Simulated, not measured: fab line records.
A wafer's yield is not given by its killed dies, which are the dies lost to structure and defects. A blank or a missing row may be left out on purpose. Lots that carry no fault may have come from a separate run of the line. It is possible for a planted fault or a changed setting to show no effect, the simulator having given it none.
fab line records    flow n5-finfet    part 1 of 2: steps 1 to 3 of 6
record lots=21  wafers=63  last-day=19
route steps=1938 shown DUMMY_GATE@244 SD_EPI_N@273 SD_EPI_P@312 SDB@376 HKMG_FIN@432
lots that met no fault: taken from a fault-free run of the same line
start-h: the number of hours between the record's first day and the start of the first shown wafer of the lot    wait-h: hours from the lot's prior step to this one    " unchanged from the row above    L1.1+2: a row that stands for several wafers    - no value, or no start given    * or withheld: withheld    < > ~ a bound
route shown NAME@n: names a module that has steps shown in the file, with the first one's number in the route    usual: mean/standard deviation taken from wafers without a fault    same: alike in all rows    chamber/n: place in a boat    sites: readings site by site    _std_site: standard deviation of those values    _edge_site: the outer-site mean with the inner-site mean subtracted    radius-mm: how far each site lies from the wafer's centre    mask NAME#n: copy n    behind: the last tool/chamber to shape the wafer    hold: why the lot went on hold/how many hours it stayed there/how the hold came to an end    device: the n, p or np transistor that did not switch    end of line: the same wafers' tests at the end of the route    a step given without rows: its recipe and nothing more    killed: count of dies lost to structure and defects at first sort (not the wafer's yield)    map: per-die view of a wafer (x killed, . not killed, _ where there is no die)
set.NAME: the setting that was run; set.NAME@STEP: the one run at that earlier step    model.NAME: the simulator's own value behind a step, which no gauge read
route steps across a sampled set of lots; one table per step, one row per wafer
services: the hour from which a tool's chamber was out of use, counted from the record's first day as start-h (under 0 if before that day), plus the number of hours and why
## steps
# step N5_DUMMY_GATE_STRIP_41
# recipe chemistry=O2  power-w=400  temp-c=40  pressure-mtorr=30  rf-frequency-hz=6e+07  bias-power-w=0  overash-fraction=0.3  o2-flow-sccm=225
# usual drypump-motor-current-A=5.53/0.3  oes-product-au=0.79/0.074  rf-vpp-V=3.6/0.46  showerhead-plenum-p-Torr=2.09/0.074  temp-c=40.00/0.1  throttle-valve-pct=16.60/0.26
lot.wafer  tool         chamber  start-h  wait-h  drypump-motor-current-A  oes-product-au  rf-hours-counter-h  rf-vpp-V  showerhead-plenum-p-Torr  temp-c  throttle-valve-pct
L074.1     rie-diel-03  2        48.28    0.0     5.27                     0.78            131                 3.7       2.11                      40.05   17.06
L074.2     "            1        "        "       5.21                     0.82            98                  3.6       1.94                      39.86   16.35
L074.3     "            0        "        "       5.56                     0.75            167                 3.2       2.09                      40.05   16.50
L075.1     rie-diel-06  1        52.96    0.0     5.96                     0.67            243                 4.0       2.15                      39.88   16.71
L075.4     "            3        "        "       5.07                     0.76            171                 3.6       2.00                      39.93   16.64
L075.5     "            3        "        "       5.08                     0.75            -                   3.8       2.00                      40.06   16.64
L077.2     rie-diel-01  0        66.76    0.0     5.05                     0.88            42                  2.9       2.14                      39.92   16.75
L077.3     "            1        "        "       5.59                     0.75            177                 3.3       2.18                      40.02   16.73
L077.6     "            3        "        "       5.68                     0.80            -                   3.4       2.03                      40.08   16.29
L078.2     rie-diel-01  3        70.37    0.0     5.66                     0.81            96                  3.7       2.03                      39.95   16.27
L078.5     "            3        "        "       5.64                     0.81            -                   4.1       2.03                      40.05   16.27
L078.6     "            2        "        "       5.69                     0.75            -                   3.0       2.09                      39.99   16.79
L079.3     rie-diel-06  2        76.69    0.0     5.94                     0.82            75                  3.6       2.21                      39.93   16.32
L079.4     "            2        "        "       5.93                     0.83            -                   3.7       2.21                      39.89   16.34
L079.6     "            3        "        "       5.05                     0.75            -                   4.0       2.00                      40.18   16.67
L081.1     rie-diel-01  0        88.99    0.0     5.07                     0.86            49                  3.2       2.13                      40.08   16.80
L081.3     "            3        "        "       5.65                     0.80            102                 4.5       2.03                      40.02   16.27
L081.6     "            2        "        "       5.69                     0.75            -                   3.9       2.09                      40.02   16.80
L082.1     rie-diel-03  0        97.49    0.0     5.63                     0.74            181                 4.3       2.09                      40.10   16.54
L082.2     "            2        "        "       5.32                     0.75            145                 3.5       2.10                      40.07   17.09
L082.6     "            2        "        "       5.32                     0.75            -                   3.3       2.10                      40.11   17.10
L083.1     rie-diel-01  2        105.90   0.0     5.68                     0.74            188                 4.6       2.08                      39.86   16.83
L083.3     "            1        "        "       5.61                     0.73            188                 4.0       2.17                      39.92   16.74
L083.5     "            0        "        "       5.06                     0.86            -                   3.7       2.13                      40.05   16.78
L084.1     rie-diel-01  0        110.38   0.0     5.07                     0.86            55                  3.2       2.13                      40.08   16.77
L084.2     "            2        "        "       5.68                     0.73            189                 3.1       2.08                      40.23   16.82
L084.5     "            2        "        "       5.68                     0.73            -                   2.8       2.08                      40.26   16.80
L085.1     rie-diel-06  2        120.46   0.0     5.92                     0.80            90                  4.0       2.21                      40.06   16.37
L085.2     "            0        "        "       5.44                     0.91            35                  4.1       2.14                      39.93   16.35
L085.6     "            3        "        "       5.06                     0.73            -                   2.7       1.99                      39.91   16.66
L086.1     rie-diel-06  2        124.68   0.0     5.93                     0.80            92                  3.2       2.21                      40.00   16.35
L086.4     "            0        "        "       5.47                     0.91            37                  4.3       2.14                      40.06   16.37
L086.5     "            3        "        "       5.06                     0.73            -                   2.8       1.99                      39.97   16.67
L087.1     rie-diel-06  2        128.58   0.0     5.90                     0.80            93                  3.4       2.21                      39.84   16.36
L087.5     "            1        "        "       5.96                     0.95            -                   4.4       2.14                      40.08   16.30
L087.6     "            2        "        "       5.92                     0.80            -                   4.1       2.21                      39.99   16.38
L089.1     rie-diel-03  3        137.91   0.0     5.70                     0.71            212                 4.1       2.08                      39.85   16.98
L089.2     "            0        "        "       5.55                     0.73            186                 3.8       2.08                      40.03   16.55
L089.5     "            0        "        "       5.55                     0.74            -                   3.5       2.08                      39.91   16.54
L090.1     rie-diel-06  2        141.80   0.0     5.97                     0.80            97                  3.3       2.20                      40.02   16.38
L090.4     "            1        "        "       5.98                     0.93            16                  3.4       2.14                      40.10   16.31
L090.5     "            3        "        "       5.06                     0.72            -                   4.5       1.99                      39.78   16.69
L091.3     rie-diel-06  0        150.31   0.0     5.46                     0.90            44                  3.7       2.14                      40.17   16.36
L091.4     "            3        "        "       5.04                     0.73            -                   4.4       1.99                      39.84   16.69
L091.5     "            0        "        "       5.47                     0.90            -                   4.0       2.14                      40.00   16.35
L092.1     rie-diel-03  1        154.50   0.0     5.20                     0.79            128                 4.6       1.93                      39.97   16.38
L092.3     "            3        "        "       5.69                     0.70            217                 3.0       2.08                      39.88   16.97
L092.5     "            1        "        "       5.21                     0.78            -                   4.2       1.93                      40.01   16.41
L093.3     rie-diel-01  3        159.83   0.0     5.69                     0.77            122                 3.7       2.02                      39.99   16.33
L093.5     "            1        "        "       5.56                     0.72            -                   4.3       2.17                      39.95   16.76
L093.6     "            0        "        "       5.08                     0.83            -                   3.4       2.13                      39.97   16.80
L094.1     rie-diel-01  1        167.91   0.0     5.58                     0.72            206                 3.4       2.17                      40.21   16.75
L094.2     "            0        "        "       5.06                     0.82            70                  3.7       2.13                      39.93   16.82
L094.4     "            3        "        "       5.68                     0.77            124                 3.2       2.02                      40.23   16.34
L095.2     rie-diel-03  0        173.46   0.0     5.58                     0.73            196                 3.1       2.08                      39.95   16.57
L095.5     "            0        "        "       5.57                     0.72            -                   3.8       2.08                      39.96   16.57
L095.6     "            3        "        "       5.68                     0.70            -                   3.8       2.08                      40.10   16.98
L096.1     rie-diel-03  3        177.65   0.0     5.70                     0.70            223                 4.3       2.08                      40.11   16.97
L096.2     "            0        "        "       5.55                     0.72            197                 3.6       2.08                      40.11   16.56
L096.3     "            2        "        "       5.32                     0.75            166                 3.5       2.09                      40.17   17.14
L097.2     rie-diel-01  3        183.98   0.0     5.68                     0.77            128                 3.7       2.02                      39.95   16.33
L097.4     "            2        "        "       5.68                     0.71            212                 3.9       2.08                      39.94   16.86
L097.6     "            2        "        "       5.70                     0.71            -                   3.5       2.08                      40.25   16.85
# step N5_DUMMY_GATE_STRIP_48
# recipe chemistry=N2/H2  time-s=20  power-w=100  temp-c=40  pressure-mtorr=100  rf-frequency-hz=6e+07  bias-power-w=3  n2-flow-sccm=300  h2-flow-sccm=300
# usual drypump-motor-current-A=5.53/0.28  oes-product-au=0.78/0.065  rf-vpp-V=45.5/0.83  showerhead-plenum-p-Torr=3.37/0.11  temp-c=39.97/0.11  throttle-valve-pct=12.21/0.25
lot.wafer  tool         chamber  start-h  wait-h  drypump-motor-current-A  oes-product-au  rf-hours-counter-h  rf-vpp-V  showerhead-plenum-p-Torr  temp-c  throttle-valve-pct
L074.1     rie-diel-03  1        48.78    0.0     5.23                     0.82            98                  45.6      3.13                      39.96   11.85
L074.2     "            3        "        "       5.72                     0.74            185                 44.5      3.36                      40.14   12.48
L074.3     "            2        "        "       5.31                     0.77            131                 46.1      3.39                      39.80   12.56
L075.1     rie-diel-01  2        53.60    0.0     5.69                     0.75            173                 46.2      3.37                      39.97   12.38
L075.4     "            3        "        "       5.71                     0.81            91                  45.0      3.29                      39.77   11.97
L075.5     "            0        "        "       5.08                     0.89            -                   44.3      3.43                      40.14   12.12
L077.2     rie-diel-06  0        67.40    0.0     5.47                     0.96            16                  45.5      3.45                      39.99   11.73
L077.3     "            2        "        "       5.97                     0.83            72                  45.0      3.57                      40.01   12.03
L077.6     "            1        "        "       6.00                     0.66            -                   46.1      3.46                      39.93   12.46
L078.2     rie-diel-01  3        71.13    0.0     5.67                     0.80            96                  44.3      3.29                      39.72   12.00
L078.5     "            1        "        "       5.62                     0.74            -                   45.8      3.51                      39.90   12.32
L078.6     "            0        "        "       5.07                     0.87            -                   45.5      3.43                      40.02   12.14
L079.3     rie-diel-01  1        77.27    0.0     5.61                     0.74            179                 46.1      3.51                      40.16   12.32
L079.4     "            3        "        "       5.70                     0.80            98                  45.9      3.29                      39.90   12.00
L079.6     "            2        "        "       5.69                     0.75            -                   45.5      3.37                      40.07   12.41
L081.1     rie-diel-03  2        89.51    0.0     5.30                     0.76            143                 45.3      3.38                      40.16   12.61
L081.3     "            1        "        "       5.24                     0.80            109                 46.3      3.13                      40.00   11.84
L081.6     "            0        "        "       5.59                     0.74            -                   45.3      3.35                      39.95   12.06
L082.1     rie-diel-03  0        97.99    0.0     5.61                     0.73            181                 45.7      3.35                      40.03   12.06
L082.2     "            3        "        "       5.71                     0.71            198                 45.0      3.36                      40.00   12.52
L082.6     "            3        "        "       5.71                     0.71            -                   45.0      3.36                      39.86   12.51
L083.1     rie-diel-01  3        106.40   0.0     5.68                     0.78            107                 45.8      3.28                      39.96   12.03
L083.3     "            2        "        "       5.71                     0.74            189                 44.2      3.36                      39.93   12.43
L083.5     "            3        "        "       5.68                     0.78            -                   45.2      3.28                      39.93   12.03
L084.1     rie-diel-06  3        110.89   0.0     5.09                     0.74            192                 45.1      3.22                      40.13   12.32
L084.2     "            1        "        "       5.98                     0.97            7                   45.7      3.45                      40.06   11.85
L084.5     "            2        "        "       5.92                     0.81            -                   46.6      3.56                      39.99   12.07
L085.1     rie-diel-01  1        120.95   0.0     5.60                     0.73            193                 45.1      3.50                      40.01   12.36
L085.2     "            2        "        "       5.69                     0.73            194                 44.4      3.36                      39.94   12.43
L085.6     "            0        "        "       5.08                     0.84            -                   43.9      3.42                      39.85   12.20
L086.1     rie-diel-01  3        125.18   0.0     5.68                     0.78            113                 46.2      3.28                      40.02   12.05
L086.4     "            0        "        "       5.08                     0.85            60                  46.0      3.42                      39.91   12.19
L086.5     "            2        "        "       5.66                     0.74            -                   44.9      3.36                      39.90   12.43
L087.1     rie-diel-06  3        129.08   0.0     5.09                     0.73            199                 45.1      3.22                      40.04   12.34
L087.5     "            3        "        "       5.07                     0.73            -                   45.1      3.22                      39.90   12.36
L087.6     "            2        "        "       5.95                     0.80            -                   46.6      3.55                      39.98   12.10
L089.1     rie-diel-01  0        138.43   0.0     5.07                     0.84            63                  45.1      3.42                      39.79   12.18
L089.2     "            1        "        "       5.62                     0.72            198                 46.7      3.49                      40.00   12.38
L089.5     "            2        "        "       5.68                     0.73            -                   45.1      3.36                      40.01   12.42
L090.1     rie-diel-03  3        142.30   0.0     5.71                     0.71            213                 46.7      3.35                      40.02   12.55
L090.4     "            1        "        "       5.24                     0.80            124                 45.1      3.12                      39.97   11.90
L090.5     "            3        "        "       5.71                     0.71            -                   45.4      3.35                      40.02   12.55
L091.3     rie-diel-03  3        150.81   0.0     5.71                     0.70            216                 45.8      3.35                      39.93   12.56
L091.4     "            0        "        "       5.60                     0.72            190                 47.3      3.35                      39.82   12.07
L091.5     "            1        "        "       5.25                     0.78            -                   44.6      3.12                      40.02   11.91
L092.1     rie-diel-06  3        155.00   0.0     5.07                     0.73            207                 45.3      3.22                      40.04   12.36
L092.3     "            0        "        "       5.48                     0.89            46                  46.2      3.43                      39.93   11.82
L092.5     "            3        "        "       5.08                     0.73            -                   44.7      3.22                      39.86   12.36
L093.3     rie-diel-06  1        160.33   0.0     6.00                     0.91            23                  46.7      3.44                      39.79   11.91
L093.5     "            3        "        "       5.08                     0.73            -                   45.3      3.22                      39.92   12.36
L093.6     "            0        "        "       5.50                     0.89            -                   46.3      3.43                      39.85   11.82
L094.1     rie-diel-01  2        168.41   0.0     5.70                     0.72            207                 45.2      3.35                      40.13   12.45
L094.2     "            0        "        "       5.09                     0.84            70                  45.3      3.42                      40.15   12.19
L094.4     "            1        "        "       5.59                     0.71            206                 46.2      3.49                      39.90   12.40
L095.2     rie-diel-03  3        173.96   0.0     5.72                     0.71            221                 44.2      3.34                      39.89   12.57
L095.5     "            2        "        "       5.29                     0.75            -                   45.6      3.37                      39.80   12.64
L095.6     "            1        "        "       5.21                     0.79            -                   45.9      3.12                      40.11   11.92
L096.1     rie-diel-01  0        178.14   0.0     5.08                     0.84            72                  44.1      3.41                      39.85   12.22
L096.2     "            2        "        "       5.68                     0.72            210                 46.8      3.35                      39.77   12.46
L096.3     "            3        "        "       5.68                     0.78            127                 45.6      3.27                      40.07   12.06
L097.2     rie-diel-06  2        184.64   0.0     6.01                     0.79            106                 47.2      3.55                      39.88   12.13
L097.4     "            3        "        "       5.08                     0.72            214                 43.7      3.21                      40.03   12.38
L097.6     "            1        "        "       5.98                     0.91            -                   45.4      3.44                      40.11   11.91
# step N5_SD_EPI_N_DESCUM_14
# recipe chemistry=O2  time-s=7.9  source-power-w=50  bias-power-w=20  pressure-mtorr=20  rf-frequency-hz=2.712e+07  temp-c=40  resist=CAR-ArF-block  o2-flow-sccm=225
# usual drypump-motor-current-A=5.9/0.37  oes-product-au=0.80/0.086  rf-fwd-power-W=49.47/0.18  rf-vpp-V=243.5/1.7  showerhead-plenum-p-Torr=2.12/0.099  temp-c=40.00/0.1  throttle-valve-pct=20.33/0.16
lot.wafer  tool         chamber  start-h  wait-h  drypump-motor-current-A  oes-product-au  rf-fwd-power-W  rf-hours-counter-h  rf-vpp-V  showerhead-plenum-p-Torr  temp-c  throttle-valve-pct
L074.1     rie-diel-05  3        50.37    0.3     6.3                      0.73            49.29           194                 244.0     2.17                      40.07   20.59
L074.2     "            2        "        "       5.8                      0.68            49.48           234                 241.2     1.98                      39.94   20.65
L074.3     "            0        "        "       5.5                      0.79            49.43           120                 244.6     2.19                      40.06   20.18
L075.1     rie-diel-05  1        54.78    0.1     5.4                      0.80            49.50           96                  238.6     1.93                      40.08   20.43
L075.4     "            0        "        "       5.6                      0.79            49.41           122                 244.8     2.19                      39.90   20.16
L075.5     "            1        "        "       5.4                      0.81            49.53           -                   240.7     1.93                      39.83   20.44
L077.2     rie-diel-02  3        68.71    0.0     5.9                      0.75            49.74           149                 244.1     2.18                      40.10   20.17
L077.3     "            1        "        "       5.4                      0.86            49.64           44                  246.9     2.21                      40.13   20.27
L077.6     "            3        "        "       5.9                      0.76            49.69           -                   244.5     2.18                      39.95   20.16
L078.2     rie-diel-02  3        72.49    0.0     5.9                      0.76            49.57           151                 244.3     2.18                      40.10   20.18
L078.5     "            0        "        "       5.3                      0.97            49.18           -                   243.9     2.23                      40.14   20.10
L078.6     "            1        "        "       5.5                      0.87            49.60           -                   244.1     2.21                      39.96   20.25
L079.3     rie-diel-02  3        78.55    0.0     5.9                      0.75            49.59           152                 243.9     2.18                      40.07   20.19
L079.4     "            1        "        "       5.5                      0.86            49.65           48                  244.6     2.21                      40.14   20.26
L079.6     "            0        "        "       5.3                      0.94            49.64           -                   245.5     2.23                      39.99   20.09
L081.1     rie-diel-02  3        95.94    0.0     5.9                      0.74            49.51           157                 244.7     2.18                      40.01   20.18
L081.3     "            2        "        "       6.4                      0.68            49.13           219                 243.6     2.06                      40.04   20.53
L081.6     "            2        "        "       6.4                      0.69            49.23           -                   241.1     2.06                      39.88   20.54
L082.1     rie-diel-04  3        99.93    0.3     6.0                      0.76            49.41           172                 242.5     2.09                      40.05   20.30
L082.2     "            2        "        "       6.1                      0.91            49.31           27                  240.9     2.04                      39.92   20.46
L082.6     "            2        "        "       6.0                      0.91            49.31           -                   241.1     2.04                      39.97   20.47
L083.1     rie-diel-02  2        107.93   0.4     6.4                      0.68            49.30           224                 243.3     2.06                      39.98   20.54
L083.3     "            0        "        "       5.3                      0.92            49.58           13                  246.2     2.23                      40.06   20.12
L083.5     "            0        "        "       5.3                      0.92            49.42           -                   244.7     2.23                      39.97   20.13
L084.1     rie-diel-04  1        112.05   0.0     6.1                      0.75            49.91           187                 242.0     1.99                      40.03   20.19
L084.2     "            0        "        "       6.4                      0.93            49.65           20                  244.6     2.24                      39.99   20.18
L084.5     "            3        "        "       6.0                      0.74            49.40           -                   243.3     2.09                      40.10   20.30
L085.1     rie-diel-05  1        122.34   0.1     5.4                      0.78            49.41           118                 240.9     1.92                      40.15   20.47
L085.2     "            0        "        "       5.5                      0.78            49.54           144                 244.5     2.18                      40.00   20.21
L085.6     "            0        "        "       5.5                      0.76            49.60           -                   243.5     2.18                      40.15   20.21
L086.1     rie-diel-04  1        126.36   0.1     6.1                      0.74            49.68           192                 242.4     1.98                      40.11   20.20
L086.4     "            0        "        "       6.4                      0.91            49.58           26                  244.9     2.24                      40.09   20.18
L086.5     "            1        "        "       6.1                      0.74            49.70           -                   241.3     1.98                      39.95   20.20
L087.1     rie-diel-05  1        130.23   0.0     5.5                      0.78            49.48           121                 240.4     1.92                      39.88   20.47
L087.5     "            0        "        "       5.5                      0.77            49.69           -                   245.8     2.18                      40.00   20.21
L087.6     "            3        "        "       6.3                      0.71            49.67           -                   243.7     2.16                      39.94   20.64
L089.1     rie-diel-05  0        139.77   0.1     5.5                      0.76            49.72           152                 245.1     2.18                      39.87   20.24
L089.2     "            2        "        "       5.8                      0.98            49.26           1                   243.7     2.24                      40.07   20.28
L089.5     "            3        "        "       6.3                      0.70            49.41           -                   243.4     2.16                      39.71   20.64
L090.1     rie-diel-04  1        143.64   0.0     6.1                      0.74            49.32           198                 241.5     1.98                      39.95   20.22
L090.4     "            3        "        "       6.0                      0.73            49.40           188                 244.3     2.08                      40.01   20.33
L090.5     "            1        "        "       6.1                      0.73            49.44           -                   241.2     1.98                      40.10   20.20
L091.3     rie-diel-04  2        151.96   0.0     6.1                      0.88            49.58           46                  242.8     2.03                      39.82   20.49
L091.4     "            3        "        "       6.0                      0.74            49.47           190                 244.2     2.08                      39.98   20.37
L091.5     "            3        "        "       6.0                      0.73            49.25           -                   242.3     2.08                      39.90   20.33
L092.1     rie-diel-02  2        156.31   0.2     6.4                      0.67            49.07           237                 242.3     2.06                      39.96   20.58
L092.3     "            1        "        "       5.5                      0.82            49.92           74                  244.6     2.20                      40.02   20.32
L092.5     "            0        "        "       5.3                      0.88            49.52           -                   245.0     2.22                      39.79   20.14
L093.3     rie-diel-05  1        161.48   0.0     5.4                      0.77            49.30           132                 240.7     1.92                      40.07   20.50
L093.5     "            2        "        "       5.8                      0.94            49.07           -                   244.4     2.24                      39.86   20.29
L093.6     "            3        "        "       6.3                      0.71            49.54           -                   242.9     2.16                      40.01   20.65
L094.1     rie-diel-04  0        169.56   0.0     6.3                      0.90            49.36           40                  244.7     2.23                      39.99   20.21
L094.2     "            3        "        "       6.0                      0.74            49.44           197                 242.4     2.08                      39.93   20.33
L094.4     "            1        "        "       6.1                      0.73            49.60           207                 242.2     1.98                      40.04   20.22
L095.2     rie-diel-04  2        175.12   0.0     6.1                      0.87            49.25           54                  243.7     2.03                      40.07   20.51
L095.5     "            0        "        "       6.4                      0.89            49.32           -                   243.8     2.23                      39.93   20.23
L095.6     "            3        "        "       6.0                      0.73            49.23           -                   242.5     2.08                      40.10   20.36
L096.1     rie-diel-04  0        179.30   0.0     6.4                      0.89            49.45           44                  245.9     2.23                      40.05   20.21
L096.2     "            1        "        "       6.1                      0.72            49.58           210                 242.0     1.98                      39.87   20.23
L096.3     "            3        "        "       6.0                      0.73            49.47           200                 242.3     2.08                      40.01   20.35
L097.2     rie-diel-02  3        185.89   0.0     5.9                      0.73            49.60           188                 245.5     2.16                      40.00   20.22
L097.4     "            2        "        "       6.4                      0.66            49.10           247                 241.6     2.05                      39.89   20.58
L097.6     "            3        "        "       5.9                      0.73            49.46           -                   243.6     2.16                      40.03   20.24
